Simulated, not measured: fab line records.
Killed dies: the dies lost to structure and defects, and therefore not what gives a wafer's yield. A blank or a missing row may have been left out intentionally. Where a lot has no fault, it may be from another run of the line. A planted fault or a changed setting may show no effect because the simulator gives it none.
Struck lot and sound lot, side by side | flow n5 finfet | 36 out of 1938 route steps
Sound: wafers L474.2, L474.5, L474.6. The struck wafers were L480.3, L480.4, L480.6. The cause comes at the end.
Per side, at each step with rows, come the tool, then ch with its chambers, and then its first start. Under that, the readings that differ: sound wafers | struck wafers | difference of the means | sigmas: that difference in standard deviations of wafers without a fault.
alike: words and numbers the same on both sides, and readings whose means are apart by under 2 such deviations; not compared: readings that were withheld, readings missing a value for some wafer, numbers with overlapping values and no deviation given by the record, and bounds like >300 which may hide the same value.
Wherever a step has rows on one side only, a row that says differs or no value, or a row with sigmas, the two part there. Numbers that have no deviation but don't overlap get no sigmas and don't part them. A reading that every wafer of one side lacks parts them only if that side has two wafers or more.

first, 9 steps without rows for these wafers: N5_WELL_APT_COAT_02 (resist thk 950 nm); N5_WELL_APT_EBR_04; N5_WELL_APT_SOFTBAKE_03 (time 60 s); N5_WELL_APT_EXPOSE_05 (exposes mask NWELL, defocus 0 nm, target cd 200 nm); N5_WELL_APT_PEB_06 (peb time 90 s); N5_WELL_APT_DEVELOP_07 (develop time 45 s); N5_WELL_APT_HARDBAKE_12 (time 120 s); N5_WELL_APT_DESCUM_13 (chemistry O2, time 7.9 s); N5_WELL_APT_IMPLANT_14.
N5_WELL_APT_IMPLANT_15:
  sound on implanter-02 ch 0, day 3 08:29; struck on implanter-02 ch 0, day 4 20:20
  reading            | sound                            | struck                          | difference | sigmas
  dose ions cm2      | 1.5015e+13 1.4975e+13 1.4995e+13 | 2.201e+13 2.2035e+13 2.1993e+13 | +7.018e+12 | +99 or more
  faraday current uA | 190 187 189                      | 283 274 282                     | +91        | +25
then, 25 steps without rows for these wafers: N5_WELL_APT_STRIP_16 (strips in SPM, time 900 s); N5_WELL_APT_HMDS_18 (time 60 s); N5_WELL_APT_COAT_19 (resist thk 950 nm); N5_WELL_APT_EBR_21; N5_WELL_APT_SOFTBAKE_20 (time 60 s); N5_WELL_APT_EXPOSE_22 (exposes mask PWELL, defocus 0 nm, target cd 200 nm); N5_WELL_APT_PEB_23 (peb time 90 s); N5_WELL_APT_DEVELOP_24 (develop time 45 s); N5_WELL_APT_HARDBAKE_29 (time 120 s); N5_WELL_APT_DESCUM_30 (chemistry O2, time 7.9 s); N5_WELL_APT_IMPLANT_31; N5_WELL_APT_IMPLANT_32; N5_WELL_APT_STRIP_33 (strips in SPM, time 900 s); N5_WELL_APT_RTA_34 (time 10 s); N5_WELL_APT_OXIDE_STRIP_42 (strips SiO2 in dHF, time 45 s, target depth 12 nm); N5_WELL_APT_PRECLEAN_36 (cleans in O3/DIW, time 45 s); N5_WELL_APT_PRECLEAN_39 (cleans in dHF, time 60 s); N5_WELL_APT_SRD_37 (time 30 s); N5_WELL_APT_EPI_41 (deposits Si from SiH4/H2, target thk 50 nm, time 297.7 s); N5_PMOS_HMC_CHANNEL_EPI_HM_DEP_34 (deposits SiO2 from TEOS/O2, target thk 36 nm, time 6.9 s); N5_PMOS_HMC_CHANNEL_EPI_COAT_31 (time 60 s, resist thk 66 nm); N5_PMOS_HMC_CHANNEL_EPI_COAT_03 (resist thk 205 nm); N5_PMOS_HMC_CHANNEL_EPI_EBR_05; N5_PMOS_HMC_CHANNEL_EPI_SOFTBAKE_04 (time 60 s); N5_PMOS_HMC_CHANNEL_EPI_EXPOSE_06 (exposes mask PMOS HMC BLK, target cd 240 nm).
-- here the record skips 8 days between the struck wafers' starts before and after, leaving off in module PMOS_HMC_CHANNEL_EPI and picking up in module BEOL_M4 (first step shown: number 1111 of the route) --
N5_BEOL_M4_RC_MEAS_101:
  sound on prober-02 ch 0, day 12 06:08; struck on prober-01 ch 0, day 12 23:16
  reading             | sound                      | struck                     | difference | sigmas
  CJ_P                | 5.43 5.58 5.74             | 7.15 6.77 7.12             | +1.43      | +9
  IOFF_P_LONG (nA/um) | 0.000106 0.000109 0.000112 | 0.000148 0.000132 0.000146 | +0.000033  | +4
  alike: DIBL_N, DIBL_P, IOFF_N, IOFF_P, ION_N, ION_P, SS_N, SS_P, VT_N, VT_P

WHERE THEY PART
Last at N5_BEOL_M4_RC_MEAS_101 as far as this record goes, first at N5_WELL_APT_IMPLANT_15.

WHY: what had been put in by the simulator
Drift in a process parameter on implanter-02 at N5_WELL_APT_IMPLANT_15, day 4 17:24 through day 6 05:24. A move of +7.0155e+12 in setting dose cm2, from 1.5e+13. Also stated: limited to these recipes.
